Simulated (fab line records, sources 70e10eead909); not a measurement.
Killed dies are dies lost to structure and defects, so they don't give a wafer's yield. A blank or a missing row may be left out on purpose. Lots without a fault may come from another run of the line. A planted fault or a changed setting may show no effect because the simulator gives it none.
Chamber matching | flow nand_harc | NHARC_THIN_TSV_DESCUM_35 on rie_diel-04: 4 sister chambers
The step chemistry O2, time 3 s. 14 wafers are shown with their chamber, then 7 later ones without.

WAFERS WITH THEIR CHAMBER
wafer  | chamber | showerhead_plenum_p_Torr (Torr) | drypump_motor_current_A (A) | oes_product_au (a.u.)
L442.3 | 3       | 1.81                            | 6.1                         | 1.015
L442.4 | 2       | 1.82                            | 6.0                         | 1.000
L442.5 | 0       | 1.85                            | 4.9                         | 1.006
L444.1 | 3       | 1.81                            | 6.1                         | 1.006
L444.2 | 0       | 1.85                            | 4.9                         | 1.000
L444.5 | 0       | 1.85                            | 4.9                         | 1.006
L447.1 | 3       | 1.81                            | 6.1                         | 1.000
L447.3 | 0       | 1.85                            | 4.9                         | 1.010
L447.4 | 2       | 1.82                            | 5.9                         | 0.991
L450.2 | 2       | 1.82                            | 5.9                         | 0.985
L450.3 | 3       | 1.81                            | 6.1                         | 0.976
L450.5 | 1       | 2.05                            | 5.8                         | 1.005
L457.4 | 0       | 1.85                            | 4.9                         | 1.008
L457.5 | 2       | 1.81                            | 5.9                         | 0.979

SIGNATURES (means of the wafers above)
reading                  | chamber 0 | chamber 1 | chamber 2 | chamber 3 | scatter within a chamber
showerhead_plenum_p_Torr | 1.8500    | 2.0500    | 1.8175    | 1.8100    | 0.00274
drypump_motor_current_A  | 4.900     | 5.800     | 5.925     | 6.100     | 0.0274
oes_product_au           | 1.00600   | 1.00500   | 0.98875   | 0.99925   | 0.0106
Rule: a wafer's distance from a chamber is the root of the sum, over the readings, of the square of ((its reading less the chamber's mean) divided by the reading's scatter). The wafer belongs to the nearest chamber; if the next one is less than 2 further off, it can't be placed. The scatter: the root of (the sum of the squares of (reading less its chamber's mean) over the shown wafers, divided by (wafers less chambers)).

WAFERS WITHOUT THEIR CHAMBER
wafer  | showerhead_plenum_p_Torr (Torr) | drypump_motor_current_A (A) | oes_product_au (a.u.)
L457.6 | 2.05                            | 5.7                         | 1.015
L462.2 | 1.85                            | 4.9                         | 0.997
L462.5 | 2.05                            | 5.7                         | 1.002
L462.6 | 1.81                            | 5.9                         | 1.012
L465.3 | 2.05                            | 5.7                         | 1.014
L465.4 | 1.81                            | 5.9                         | 0.989
L465.5 | 1.85                            | 4.9                         | 1.001

WHICH CHAMBER EACH WENT THROUGH
wafer  | from the rows above | in truth
L457.6 | 1                   | 1
L462.2 | 0                   | 0
L462.5 | 1                   | 1
L462.6 | 2                   | 2
L465.3 | 1                   | 1
L465.4 | 2                   | 2
L465.5 | 0                   | 0
Placed correctly: 7 of 7. Can't be placed from these rows: 0. Placed wrongly: 0.
